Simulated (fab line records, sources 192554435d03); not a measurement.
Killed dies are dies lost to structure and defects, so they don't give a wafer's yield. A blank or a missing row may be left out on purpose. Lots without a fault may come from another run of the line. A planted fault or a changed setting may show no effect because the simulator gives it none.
One fault seen from 2 desks | flow n5_finfet | each desk has only its own numbers; what lay behind them comes last

THE METROLOGY DESK
What the gauges read, lot by lot, whatever tool the lot ran on: means of the sampled wafers that have a number. A lot is out of limits, marked OUT, if its mean lies more than 4 standard deviations from the usual mean; the brackets give that distance. Of its 10 readings 7 are shown: those that lie furthest out on some lot.
Columns: A = IOFF_N at N5_BEOL_M4_RC_MEAS_101, usual 0.16 nA/um; B = IOFF_P at N5_BEOL_M4_RC_MEAS_101, usual 0.21 nA/um; C = ION_N at N5_BEOL_M4_RC_MEAS_101, usual 673 uA/um; D = ION_P at N5_BEOL_M4_RC_MEAS_101, usual 462 uA/um; E = SS_N at N5_BEOL_M4_RC_MEAS_101, usual 71.4 mV/dec; F = VT_N at N5_BEOL_M4_RC_MEAS_101, usual 250 mV; G = VT_P at N5_BEOL_M4_RC_MEAS_101, usual -251 mV
lot  | first seen here | A    | B    | C   | D   | E    | F   | G
L597 | day 8 07:23     | 0.20 | 0.27 | 691 | 469 | 71.6 | 246 | -244
L609 | day 11 11:04    | 0.18 | 0.24 | 687 | 472 | 72.1 | 249 | -249
L613 | day 12 23:48    | 0.17 | 0.20 | 668 | 455 | 71.4 | 251 | -251
L615 | day 13 14:21    | 0.14 | 0.21 | 672 | 465 | 71.1 | 251 | -249
This desk's finding: nothing out of limits on any of the 4 lots.

THE TOOL OWNER'S DESK: arfi_scanner-02
The tool's own readings at N5_SD_EPI_N_EXPOSE_06 (exposes mask SD N BLK, target cd 120 nm): means of the sampled wafers that have a number, for each lot that ran on this tool. A lot is out of limits, marked OUT, if its mean lies more than 4 standard deviations from the usual mean; the brackets give that distance.
Columns: A = exposure_dose_mJ_cm2 at N5_SD_EPI_N_EXPOSE_06, usual 39.81; B = focus_offset_nm at N5_SD_EPI_N_EXPOSE_06, usual 0.0 nm; C = stage_vel_mm_s at N5_SD_EPI_N_EXPOSE_06, usual 499.96 mm/s
lot  | first seen here | A                | B   | C
L597 | day 3 18:29     | 39.74            | 0.7 | 500.11
L609 | day 6 17:18     | 38.66 (-5.7) OUT | 0.6 | 499.88
L613 | day 7 17:10     | 38.83 (-4.9) OUT | 0.4 | 499.73
This desk's finding: out of limits on L609, L613; first on L609, day 6 17:18 (exposure_dose_mJ_cm2 at N5_SD_EPI_N_EXPOSE_06). In limits: L597.

PUT TOGETHER
The tool owner's desk could have raised an alarm at day 6 17:18, on L609, L613.
The metrology desk saw nothing out of limits.
The metrology desk has L609, L613 on record, within its limits.
Of the lots named, all ran N5_SD_EPI_N_EXPOSE_06 on arfi_scanner-02.

WHAT THE SIMULATOR HAD PUT IN
Process parameter drift: arfi_scanner-02, from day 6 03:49 on, at N5_SD_EPI_N_EXPOSE_06. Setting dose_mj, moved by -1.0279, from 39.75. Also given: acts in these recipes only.
Lots struck among those shown: L609, L613.
Hours from the fault's start to each desk's first reading out of limits: the tool owner's desk, 13.
